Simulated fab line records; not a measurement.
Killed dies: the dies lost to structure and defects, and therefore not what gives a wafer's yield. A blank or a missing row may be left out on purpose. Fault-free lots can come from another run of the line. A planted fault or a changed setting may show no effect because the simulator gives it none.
fab line records	flow n5-finfet
record: lots: 5	wafers: 14	last-day: 17
route steps=1938 shown BEOL_M8@1393 BEOL_M9@1401
lots untouched by any fault: they come from a run of this same line in which no faults occurred
start-h: start of the lot's first displayed wafer, in hours after the record's first day	wait-h: hours elapsed since this lot's preceding step	" repeats the value in the row above	L1.1+2: several wafers, shown together as one row	- no value, or no start given	* or withheld: withheld	< > ~ a bound
route shown NAME@n: a module of which the file shows steps, and the number in the route of the first	usual: mean/standard deviation of fault-free wafers	same: alike in all rows	chamber/n: place in a boat	sites: the reading at each site	_std_site: standard deviation across them	_edge_site: inner sites' mean taken away from outer sites' mean	radius-mm: how far each site lies from the wafer's centre	mask NAME#n: copy n	behind: the tool/chamber that last shaped the wafer	hold: why the lot was held/for how many hours/how that ended	device: the transistor (n, p or np) that didn't switch	end of line: the route-end tests of the same wafers	step lacking rows: just its recipe	killed: dies lost to structure and defects at the first sort, not the wafer's yield	map: the dies of a wafer, with x for killed, . for not killed, _ for no die there
set.NAME: the setting the step ran with; set.NAME@STEP: the setting that earlier step ran with	model.NAME: the simulator's own value behind a step, which no gauge read
lots seen at some steps along the route; tables by step, rows by wafer
services: a tool's chamber out of use, with start hour (start-h, from the record's first day; less than 0 if before it), hours out, and reason
== steps ==
step: N5_BEOL_M8_ECD_50
recipe: material: Cu	target-thk-a: 3000
step: N5_BEOL_M8_ANNEAL_51
recipe: temp-c: 225	time-s: 90	ambient: N2
step: N5_BEOL_M8_CMP_52
recipe: stop-on: SiCOH_lowk	t-overpolish-s: 6.9	down-force-psi: 1	platen-rpm: 50	clearing-platen-down-force-psi: 1.5	clearing-platen-rpm: 50	post-cmp-clean: cu-alkaline	target-thk-nm: 80	clearing-platen-pad-velocity-m-s: 0.99484	pad-velocity-m-s: 0.99484
step: N5_BEOL_M8_THK_MEAS_53
recipe: thk-meas-gauge: xrf	reads: Cu_of_BEOL_M8_ECD_50
usual: M8_THK: 81.4/2
lot.wafer	tool	chamber	start-h	wait-h	M8_THK[nm]
L490.1	film-metro-01	-	235.81	-	81.8
L490.3	"	-	"	"	81.4
L490.4	"	-	"	"	77.3
L491.2	film-metro-01	-	246.47	-	84.0
L491.3	"	-	"	"	80.8
L491.4	"	-	"	"	82.3
L499.2	film-metro-02	-	294.13	-	80.8
L499.5	"	-	"	"	81.0
L504.1	film-metro-01	-	297.41	-	81.9
L504.4	"	-	"	"	82.5
L504.6	"	-	"	"	80.0
L509.2	film-metro-02	-	349.77	-	82.9
L509.4	"	-	"	"	78.8
L509.6	"	-	"	"	77.8
step: N5_BEOL_M8_PRE_CLEAN_55
recipe: gas: NH3	time-s: 15	temp-c: withheld	rf-power-w: 300
step: N5_BEOL_M8_DEP_56
recipe: material: SiCN	target-thk-a: 100	temp-c: withheld	precursor: 3MS/NH3	pressure-torr: 3	rf-w: 202	time-s: 17.5
usual: showerhead-plenum-p-Torr: 3.668/0.01	throttle-valve-pct: 9.2/0.63
lot.wafer	tool	chamber	start-h	wait-h	showerhead-plenum-p-Torr	throttle-valve-pct
L490.1	pecvd-02	1	235.87	0.0	3.665	8.9
L490.3	"	0	"	"	3.649	9.1
L490.4	"	1	"	"	3.662	8.8
L491.2	pecvd-04	2	246.53	0.0	3.675	8.5
L491.3	"	0	"	"	3.674	9.9
L491.4	"	2	"	"	3.671	8.5
L499.2	pecvd-01	2	294.19	0.0	3.658	8.7
L499.5	"	1	"	"	3.655	10.3
L504.1	pecvd-04	0	297.48	0.0	3.663	10.0
L504.4	"	0	"	"	3.674	10.0
L504.6	"	0	"	"	3.664	9.9
L509.2	pecvd-04	0	349.84	0.0	3.678	10.0
L509.4	"	1	"	"	3.684	9.6
L509.6	"	0	"	"	3.679	9.9
step: N5_BEOL_M8_RS_MEAS_57
recipe: thk-meas-gauge: four-point-probe	reads: Cu_of_BEOL_M8_ECD_50+Co_of_BEOL_M8_CVD_78+TaN_of_BEOL_M8_ALD_77
usual: M8_RS: 0.285/0.0077
lot.wafer	tool	chamber	start-h	wait-h	M8_RS[ohm/sq]
L490.1	film-metro-01	-	235.94	0.1	0.283
L490.3	"	-	"	"	0.286
L490.4	"	-	"	"	0.304
L491.2	film-metro-01	-	246.60	0.1	0.278
L491.3	"	-	"	"	0.290
L491.4	"	-	"	"	0.286
L499.2	film-metro-02	-	294.26	0.1	0.287
L499.5	"	-	"	"	0.285
L504.1	film-metro-01	-	297.57	0.1	0.287
L504.4	"	-	"	"	0.282
L504.6	"	-	"	"	0.293
L509.2	film-metro-02	-	349.91	0.1	0.277
L509.4	"	-	"	"	0.295
L509.6	"	-	"	"	0.298
step: N5_BEOL_M8_INSPECT_58
recipe: inspect-instrument: darkfield	mode: post-dep
usual: raw-defect-count: 77/22
lot.wafer	tool	chamber	start-h	wait-h	raw-defect-count
L490.1	defect-inspect-02	-	235.97	0.0	59
L490.3	"	-	"	"	58
L490.4	"	-	"	"	72
L491.2	defect-inspect-01	-	246.63	0.0	128
L491.3	"	-	"	"	109
L491.4	"	-	"	"	98
L499.2	defect-inspect-02	-	294.28	0.0	57
L499.5	"	-	"	"	68
L504.1	defect-inspect-01	-	297.59	0.0	70
L504.4	"	-	"	"	93
L504.6	"	-	"	"	63
L509.2	defect-inspect-01	-	349.93	0.0	83
L509.4	"	-	"	"	94
L509.6	"	-	"	"	57
step: N5_BEOL_M9_ILD_DEP_00
recipe: material: SiCOH_lowk	target-thk-a: 3085.1	temp-c: 300	precursor: DEMS/porogen	pressure-torr: 5	rf-w: 500	time-s: 58
step: N5_BEOL_M9_CURE_71
recipe: temp-c: 385	time-s: 240	ambient: He/Ar	material: SiCOH_lowk
usual: lamp-power-pct: 52.31/0.054	wafer_temp_C_max: 387.0/0.64
lot.wafer	tool	chamber	start-h	wait-h	lamp-power-pct	wafer_temp_C_max
L490.1	uv-cure-01	2	236.08	0.0	52.29	386.2
L490.3	"	2	"	"	52.30	386.5
L490.4	"	2	"	"	52.34	386.6
L491.2	uv-cure-03	0	247.05	0.4	52.29	386.3
L491.3	"	0	"	"	52.29	386.1
L491.4	"	0	"	"	52.29	386.7
L499.2	uv-cure-03	2	294.56	0.2	52.22	386.9
L499.5	"	2	"	"	52.27	386.8
L504.1	uv-cure-01	0	297.90	0.2	52.30	387.6
L504.4	"	0	"	"	52.34	387.5
L504.6	"	0	"	"	52.32	387.1
L509.2	uv-cure-03	0	350.13	0.1	52.20	386.3
L509.4	"	0	"	"	52.33	386.0
L509.6	"	0	"	"	52.26	385.9
step: N5_BEOL_M9_THK_MEAS_01
recipe: reads: SiCOH_lowk_of_BEOL_M9_ILD_DEP_00
usual: M9_ILD_THK: 269/3.4
lot.wafer	tool	chamber	start-h	wait-h	M9_ILD_THK[nm]
L490.1	film-metro-02	-	236.75	0.6	268
L490.3	"	-	"	"	269
L490.4	"	-	"	"	273
L491.2	film-metro-01	-	247.48	0.4	263
L491.3	"	-	"	"	264
L491.4	"	-	"	"	269
L499.2	film-metro-01	-	295.39	0.7	265
L499.5	"	-	"	"	270
L504.1	film-metro-02	-	298.42	0.4	271
L504.4	"	-	"	"	274
L504.6	"	-	"	"	274
L509.2	film-metro-01	-	350.56	0.4	267
L509.4	"	-	"	"	274
L509.6	"	-	"	"	271
step: N5_BEOL_M9_PECVD_70
recipe: material: SiO2	target-thk-a: 200	temp-c: 400	precursor: TEOS/O2	pressure-torr: 5.5	rf-w: 450	teos-flow-sccm: 53.8	gas: O2	flow-sccm: 3000	time-s: 22.7
usual: heater-power-w: 751/62	showerhead-plenum-p-Torr: 8.79/0.063	throttle-valve-pct: 22.3/1
lot.wafer	tool	chamber	start-h	wait-h	heater-power-w	showerhead-plenum-p-Torr	throttle-valve-pct
L490.1	pecvd-01	0	236.78	0.0	853	8.74	22.2
L490.3	"	2	"	"	683	8.77	21.1
L490.4	"	1	"	"	701	8.75	25.6
L491.2	pecvd-03	0	247.51	0.0	680	8.73	22.8
L491.3	"	1	"	"	771	8.94	20.9
L491.4	"	1	"	"	747	8.89	21.3
L499.2	pecvd-03	1	295.43	0.0	794	8.93	21.2
L499.5	"	0	"	"	676	8.74	22.6
L504.1	pecvd-01	2	298.45	0.0	719	8.77	21.3
L504.4	"	1	"	"	910	8.75	25.5
L504.6	"	0	"	"	847	8.74	22.3
L509.2	pecvd-01	1	350.60	0.0	863	8.75	25.5
L509.4	"	1	"	"	873	8.76	25.6
L509.6	"	0	"	"	736	8.74	22.5
step: N5_BEOL_M9_HM_DEP_02
recipe: material: TiN	target-thk-a: 200	temp-c: 25	chamber-pressure-pa: 0.49996
usual: throttle-valve-pct: 30.6/1
lot.wafer	tool	chamber	start-h	wait-h	throttle-valve-pct
L490.1	pvd-sputter-03	-	237.65	0.8	28.6
L490.3	"	-	"	"	30.6
L490.4	"	-	"	"	29.0
L491.2	pvd-sputter-01	-	247.72	0.2	32.7
L491.3	"	-	"	"	30.3
L491.4	"	-	"	"	30.1
L499.2	pvd-sputter-01	-	296.98	1.5	32.6
L499.5	"	-	"	"	30.0
L504.1	pvd-sputter-02	-	300.23	1.8	30.9
L504.4	"	-	"	"	30.4
L504.6	"	-	"	"	30.4
L509.2	pvd-sputter-02	-	352.13	1.5	31.0
L509.4	"	-	"	"	30.2
L509.6	"	-	"	"	30.5
step: N5_BEOL_M9_COAT_59
recipe: resist: SOC	temp-c: 250	time-s: 60	spin-rpm: 1500	resist-thk-nm: 100
step: N5_BEOL_M9_COAT_60
recipe: resist: SiARC	temp-c: 220	time-s: 60	spin-rpm: 1500	resist-thk-nm: 30
step: N5_BEOL_M9_COAT_05
recipe: resist: CAR-ArF	spin-rpm: 1500	resist-thk-nm: 90
step: N5_BEOL_M9_EBR_07
recipe: solvent: PGMEA	ebr-width-mm: 1.5
step: N5_BEOL_M9_SOFTBAKE_06
recipe: temp-c: 110	time-s: 60	resist: CAR-ArF
step: N5_BEOL_M9_EXPOSE_08
recipe: mask-id: M9	na: 1.35	source-shape: dipole	sigma-inner: 0.411	sigma-outer: 0.611	polarization: te	dose-mj: 53.75
step: N5_BEOL_M9_PEB_09
recipe: peb-temp-c: withheld	peb-time-s: 60	resist: CAR-ArF
step: N5_BEOL_M9_DEVELOP_10
recipe: develop-time-s: 30	developer: TMAH	resist: CAR-ArF	rinse-liquid: diw	dry: air-spin	dev-temp-c: 23
step: N5_BEOL_M9_CD_MEAS_11
recipe: target-cd-nm: 64.1	landing-energy-ev: 500	detector: se-inlens	polarity: opening
usual: cd-nm: 64.1/0.51
lot.wafer	tool	chamber	start-h	wait-h	cd-nm
L490.1	cd-sem-03	0	238.14	-	65.0
L490.3	"	0	"	"	64.6
L490.4	"	0	"	"	64.7
L491.2	cd-sem-03	0	248.23	-	63.9
L491.3	"	0	"	"	64.7
L491.4	"	0	"	"	64.0
L499.2	cd-sem-01	0	297.48	-	63.5
L499.5	"	0	"	"	64.3
L504.1	cd-sem-03	0	300.73	-	63.5
L504.4	"	0	"	"	63.3
L504.6	"	0	"	"	64.0
L509.2	cd-sem-02	0	352.63	-	64.8
L509.4	"	0	"	"	63.9
L509.6	"	0	"	"	64.6
step: N5_BEOL_M9_OVL_MEAS_12
recipe: points-per-wafer: 44
usual: M9_OVL: 0.4/0.65
lot.wafer	tool	chamber	start-h	wait-h	M9_OVL[nm]
L490.1	overlay-02	0	238.17	0.0	0.7
L490.3	"	0	"	"	0.2
L490.4	"	0	"	"	0.4
L491.2	overlay-01	0	248.25	0.0	0.4
L491.3	"	0	"	"	1.1
L491.4	"	0	"	"	0.4
L499.2	overlay-01	0	297.51	0.0	-0.1
L499.5	"	0	"	"	0.3
L504.1	overlay-01	0	300.76	0.0	0.3
L504.4	"	0	"	"	1.1
L504.6	"	0	"	"	-0.6
L509.2	overlay-01	0	352.66	0.0	0.7
L509.4	"	0	"	"	0.6
L509.6	"	0	"	"	1.4
step: N5_BEOL_M9_INSPECT_13
recipe: mode: adi	inspect-instrument: brightfield
usual: raw-defect-count: 420/84
lot.wafer	tool	chamber	start-h	wait-h	raw-defect-count
L490.1	defect-inspect-01	-	238.20	0.0	362
L490.3	"	-	"	"	393
L490.4	"	-	"	"	355
L491.2	defect-inspect-02	-	248.28	0.0	459
L491.3	"	-	"	"	462
L491.4	"	-	"	"	404
L499.2	defect-inspect-01	-	297.53	0.0	314
L499.5	"	-	"	"	885
L504.1	defect-inspect-01	-	300.78	0.0	451
L504.4	"	-	"	"	447
L504.6	"	-	"	"	455
L509.2	defect-inspect-02	-	352.68	0.0	486
L509.4	"	-	"	"	524
L509.6	"	-	"	"	530
step: N5_BEOL_M9_DESCUM_16
recipe: chemistry: O2	time-s: 7.9	source-power-w: 50	bias-power-w: 20	pressure-mtorr: 20	rf-frequency-hz: 2.712e+07	temp-c: 40	resist: CAR-ArF	o2-flow-sccm: 225
step: N5_BEOL_M9_ETCH_61
recipe: chemistry: CF4	target: SiARC	target-depth-a: 390	mask-material: CAR-ArF	time-s: 65	ion-energy-ev: 80	pressure-mtorr: 40	source-w: 545	bias-w: 36	Ar_flow_sccm: 100	cf4-flow-sccm: 100	ends: cleared
step: N5_BEOL_M9_ETCH_62
recipe: chemistry: N2/H2	target: SOC	target-depth-a: 1100	overetch-a: 220	mask-material: SiARC	temp-c: 40	time-s: 165	ion-energy-ev: 200	pressure-mtorr: 30	source-w: 840	bias-w: 150	n2-flow-sccm: 200	h2-flow-sccm: 200
usual: drypump-motor-current-A: 5.6/0.51	oes-product-au: 0.64/0.045	rf-vpp-V: 525/3.1	showerhead-plenum-p-Torr: 2.57/0.11	throttle-valve-pct: 17.97/0.19
lot.wafer	tool	chamber	start-h	wait-h	drypump-motor-current-A	oes-product-au	rf-hours-counter-h	rf-vpp-V	showerhead-plenum-p-Torr	throttle-valve-pct
L490.1	rie-diel-03	0	238.45	0.0	5.3	0.61	192	524	2.51	18.01
L490.3	"	3	"	"	5.8	0.64	125	527	2.67	17.95
L490.4	"	1	"	"	5.2	0.61	171	523	2.53	18.12
L491.2	rie-diel-01	3	248.68	0.0	5.2	0.63	177	523	2.53	18.05
L491.3	"	0	"	"	6.2	0.60	209	525	2.64	18.06
L491.4	"	2	"	"	4.8	0.75	38	528	2.70	17.76
L499.2	rie-diel-01	2	297.65	0.0	4.8	0.73	51	528	2.69	17.78
L499.5	"	2	"	"	4.8	0.74	-	527	2.69	17.77
L504.1	rie-diel-02	3	301.31	0.0	5.7	0.69	92	529	2.66	17.71
L504.4	"	1	"	"	4.9	0.59	240	517	2.39	17.55
L504.6	"	3	"	"	5.6	0.69	-	527	2.66	17.69
L509.2	rie-diel-02	3	354.00	0.0	5.6	0.67	111	527	2.65	17.72
L509.4	"	3	"	"	5.6	0.68	-	527	2.65	17.72
L509.6	"	2	"	"	6.1	0.62	-	517	2.32	18.15
step: N5_BEOL_M9_STRIP_68
recipe: chemistry: N2/H2	temp-c: 40	n2-flow-sccm: 200	h2-flow-sccm: 200	rf-frequency-hz: 6e+07
step: N5_BEOL_M9_STRIP_67
recipe: chemistry: CF4	resist: SiARC	power-w: 300	bias-power-w: 75	pressure-mtorr: 50	cf4-flow-sccm: 150	rf-frequency-hz: 6e+07
step: N5_BEOL_M9_HM_OPEN_17
recipe: chemistry: Cl2/BCl3	target-depth-a: 200	overetch-a: 60	target: TiN	mask-material: SOC	ion-energy-ev: 150	pressure-mtorr: 10	icp-w: 1000	bias-w: 126	Cl2_flow_sccm: 53.25	bcl3-flow-sccm: 21.75	Ar_flow_sccm: 25
usual: drypump-motor-current-A: 5.47/0.29	oes-product-au: 0.69/0.047	throttle-valve-pct: 22.04/0.15
lot.wafer	tool	chamber	start-h	wait-h	drypump-motor-current-A	oes-product-au	rf-hours-counter-h	throttle-valve-pct
L490.1	rie-metal-02	0	238.64	0.0	5.53	0.64	50	21.83
L490.3	"	1	"	"	5.75	0.74	-	22.16
L490.4	"	0	"	"	5.52	0.64	-	21.85
L491.2	rie-metal-02	0	248.86	0.0	5.48	0.64	50	21.86
L491.3	"	1	"	"	5.79	0.76	-	22.14
L491.4	"	0	"	"	5.52	0.65	-	21.84
L499.2	rie-metal-01	0	297.84	0.0	5.37	0.70	25	22.03
L499.5	"	0	"	"	5.35	0.71	-	22.00
L504.1	rie-metal-01	1	301.50	0.0	5.21	0.68	43	22.23
L504.4	"	0	"	"	5.33	0.71	-	22.00
L504.6	"	0	"	"	5.32	0.72	-	22.01
L509.2	rie-metal-01	0	354.19	0.0	5.34	0.70	29	22.02
L509.4	"	1	"	"	5.18	0.65	-	22.26
L509.6	"	0	"	"	5.34	0.70	-	22.01
step: N5_BEOL_M9_STRIP_19
recipe: chemistry: O2	power-w: 400	temp-c: 40	pressure-mtorr: 30	rf-frequency-hz: 6e+07	bias-power-w: 0	overash-fraction: 0.2	o2-flow-sccm: 225
step: N5_BEOL_M9_CD_MEAS_18
recipe: pitch-nm: 140	target-cd-nm: 70
usual: cd-nm: 69.9/0.6
lot.wafer	tool	chamber	start-h	wait-h	cd-nm
L490.1	cd-sem-03	-	238.82	0.0	71.2
L490.3	"	-	"	"	71.1
L490.4	"	-	"	"	70.9
L491.2	cd-sem-01	-	249.06	0.1	69.6
L491.3	"	-	"	"	70.7
L491.4	"	-	"	"	70.0
L499.2	cd-sem-02	-	298.02	0.1	69.9
L499.5	"	-	"	"	70.2
L504.1	cd-sem-01	-	301.80	0.1	69.6
L504.4	"	-	"	"	68.9
L504.6	"	-	"	"	70.2
L509.2	cd-sem-02	-	354.62	0.1	70.4
L509.4	"	-	"	"	69.9
L509.6	"	-	"	"	70.1
step: N5_BEOL_M9_COAT_63
recipe: resist: SOC	temp-c: 250	time-s: 60	spin-rpm: 1500	resist-thk-nm: 60
step: N5_BEOL_M9_COAT_64
recipe: resist: SiARC	temp-c: 220	time-s: 60	spin-rpm: 1500	resist-thk-nm: 12
step: N5_BEOL_M9_COAT_75
recipe: resist: underlayer	temp-c: 205	time-s: 60	spin-rpm: 1500	resist-thk-nm: 5
step: N5_BEOL_M9_COAT_22
recipe: resist: CAR-EUV	spin-rpm: 1500	resist-thk-nm: 30
step: N5_BEOL_M9_EBR_24
recipe: solvent: PGMEA	ebr-width-mm: 1.5
step: N5_BEOL_M9_SOFTBAKE_23
recipe: temp-c: 110	time-s: 60	resist: CAR-EUV
step: N5_BEOL_M9_EXPOSE_25
recipe: mask-id: V8	na: 0.33	source-shape: annular	sigma-inner: 0.4	sigma-outer: 0.8	polarization: unpolarized	dose-mj: 37.25
step: N5_BEOL_M9_PEB_26
recipe: peb-temp-c: 100	peb-time-s: 60	resist: CAR-EUV
step: N5_BEOL_M9_DEVELOP_27
recipe: develop-time-s: 30	developer: TMAH	resist: CAR-EUV	rinse-liquid: surfactant-rinse	dry: air-spin	dev-temp-c: 23
step: N5_BEOL_M9_CD_MEAS_28
recipe: target-cd-nm: 70	landing-energy-ev: 500	detector: se-inlens	polarity: opening
usual: cd-nm: 70.13/0.28
lot.wafer	tool	chamber	start-h	wait-h	cd-nm
L490.1	cd-sem-02	0	239.99	-	69.80
L490.3	"	0	"	"	70.07
L490.4	"	0	"	"	70.82
L491.2	cd-sem-02	0	250.20	-	70.09
L491.3	"	0	"	"	69.98
L491.4	"	0	"	"	70.00
L499.2	cd-sem-01	0	299.31	-	70.16
L499.5	"	0	"	"	69.79
L504.1	cd-sem-01	0	302.32	-	69.90
L504.4	"	0	"	"	69.67
L504.6	"	0	"	"	69.71
L509.2	cd-sem-02	0	354.95	-	70.19
L509.4	"	0	"	"	70.18
L509.6	"	0	"	"	70.25
step: N5_BEOL_M9_INSPECT_30
recipe: mode: adi	inspect-instrument: brightfield
usual: raw-defect-count: 421/84
lot.wafer	tool	chamber	start-h	wait-h	raw-defect-count
L490.1	defect-inspect-01	-	240.07	0.1	353
L490.3	"	-	"	"	396
L490.4	"	-	"	"	381
L491.2	defect-inspect-01	-	250.29	0.0	439
L491.3	"	-	"	"	403
L491.4	"	-	"	"	392
L499.2	defect-inspect-02	-	299.39	0.0	314
L499.5	"	-	"	"	873
L504.1	defect-inspect-02	-	302.50	0.1	435
L504.4	"	-	"	"	463
L504.6	"	-	"	"	450
L509.2	defect-inspect-01	-	355.04	0.0	493
L509.4	"	-	"	"	538
L509.6	"	-	"	"	568
== services ==
tool	chamber	start-h	hours	kind
rie-diel-03	0	215.28	6.4	repair
pecvd-01	1	216.04	4.4	repair
pecvd-02	-	228.51	0.7	repair
uv-cure-01	-	233.12	2.1	pm
pvd-sputter-02	-	238.19	1.5	repair
rie-diel-01	-	250.99	1.8	repair
pecvd-01	2	259.72	5.5	scheduled-down
pecvd-04	-	275.15	6.0	pm
pecvd-02	2	276.66	6.6	repair
rie-metal-02	-	281.58	1.0	repair
pvd-sputter-02	-	285.64	5.0	repair
pecvd-02	-	286.30	0.9	repair
rie-diel-02	2	286.38	3.2	repair
rie-metal-02	-	293.50	1.4	pm
pecvd-03	-	311.16	3.1	repair
rie-metal-01	-	311.40	1.4	pm
pecvd-01	1	320.58	8.3	repair
rie-diel-03	3	322.36	15.4	repair
uv-cure-01	-	326.29	0.4	repair
uv-cure-01	-	337.44	0.4	repair
rie-diel-03	1	337.77	14.5	repair
pvd-sputter-03	-	338.72	1.8	repair
rie-diel-01	-	341.60	14.6	pm
rie-metal-01	-	351.44	0.4	repair
== key ==
first-sign: step: N5_BEOL_M9_INSPECT_13	reading: raw-defect-count	direction: up	sigmas: 5.6	usual: 420	struck: 885
effect: step: N5_BEOL_M9_INSPECT_30	reading: raw-defect-count	direction: up	sigmas: 5.4	usual: 421	struck: 873
met-at N5_BEOL_M9_HM_DEP_02
struck-wafers L499.5
rows-end L499.5
onset-between 247.72 296.98
fault: kind: chamber-particle-source	tool: pvd-sputter-01	chamber: -	onset-h: 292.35	steps: N5_BEOL_M9_HM_DEP_02	rate-per-visit-cm2: 0.86185	scope: struck-wafers-only
rows-end: these wafers met a further fault down the route, and their rows from its step on are left out
